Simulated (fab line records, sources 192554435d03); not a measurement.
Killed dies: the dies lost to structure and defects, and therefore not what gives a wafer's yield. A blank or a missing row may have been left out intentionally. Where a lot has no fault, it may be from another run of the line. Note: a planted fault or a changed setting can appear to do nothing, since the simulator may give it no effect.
Chamber matching ; flow n5 finfet ; 4 sister chambers for N5_HKMG_FIN_ETCH_86 on rie diel-02
The step etches SOC in N2/H2, stops on TiN, target depth 393.2 nm. 14 wafers are shown with their chamber, then 7 later ones without.

== WAFERS WITH THEIR CHAMBER ==
wafer;chamber;showerhead plenum p Torr (Torr);throttle valve pct (%);chamber pressure mTorr (mTorr)
L074.1;2;2.51;17.74;30.025
L074.2;1;2.48;17.40;30.042
L074.5;1;2.48;17.38;30.018
L077.3;0;2.48;18.26;30.037
L077.4;0;2.48;18.26;29.989
L077.5;1;2.48;17.41;29.966
L083.2;2;2.50;17.30;30.047
L083.3;0;2.48;17.79;29.996
L083.6;3;2.50;17.82;30.005
L085.1;1;2.47;17.44;29.991
L085.2;0;2.48;17.78;29.967
L085.6;3;2.50;17.83;29.970
L090.4;1;2.47;17.46;30.003
L090.5;0;2.47;17.81;30.017

SIGNATURES (averages over the wafers above)
reading;chamber 0;chamber 1;chamber 2;chamber 3;scatter within a chamber
showerhead plenum p Torr;2.4780;2.4760;2.5050;2.5000;0.005
throttle valve pct;17.9800;17.4180;17.5200;17.8250;0.19
chamber pressure mTorr;30.00120;30.00400;30.03600;29.98750;0.0264
Rule: for a wafer and a chamber, the distance is found by dividing, reading by reading, the gap between the wafer's reading and the chamber's mean by the reading's scatter, squaring, summing and taking the root. If the next closest chamber is less than 2 further off than the closest, the wafer can't be placed; otherwise it belongs to the closest. The scatter: take each reading less its chamber's mean, square it, sum over the shown wafers, divide by the number of wafers less the number of chambers, and take the root.

== WAFERS WITH NO CHAMBER GIVEN ==
wafer;showerhead plenum p Torr (Torr);throttle valve pct (%);chamber pressure mTorr (mTorr)
L090.6;2.47;17.45;29.967
L094.2;2.46;17.47;30.030
L094.3;2.49;17.34;30.022
L094.4;2.47;17.81;30.023
L097.2;2.46;17.47;29.983
L097.4;2.49;17.34;30.008
L097.5;2.47;17.83;29.968

== CHAMBER TAKEN BY EACH ==
wafer;from the rows above;in truth
L090.6;can't be placed: 1 or 0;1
L094.2;can't be placed: 1 or 0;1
L094.3;can't be placed: 1 or 2 or 3 or 0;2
L094.4;can't be placed: 0 or 1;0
L097.2;can't be placed: 1 or 0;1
L097.4;can't be placed: 1 or 2 or 3 or 0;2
L097.5;can't be placed: 0 or 1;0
Correctly placed: 0 of 7. Can't be placed from these rows: 7 (the true chamber is among the candidates in 7). Wrongly placed: 0.
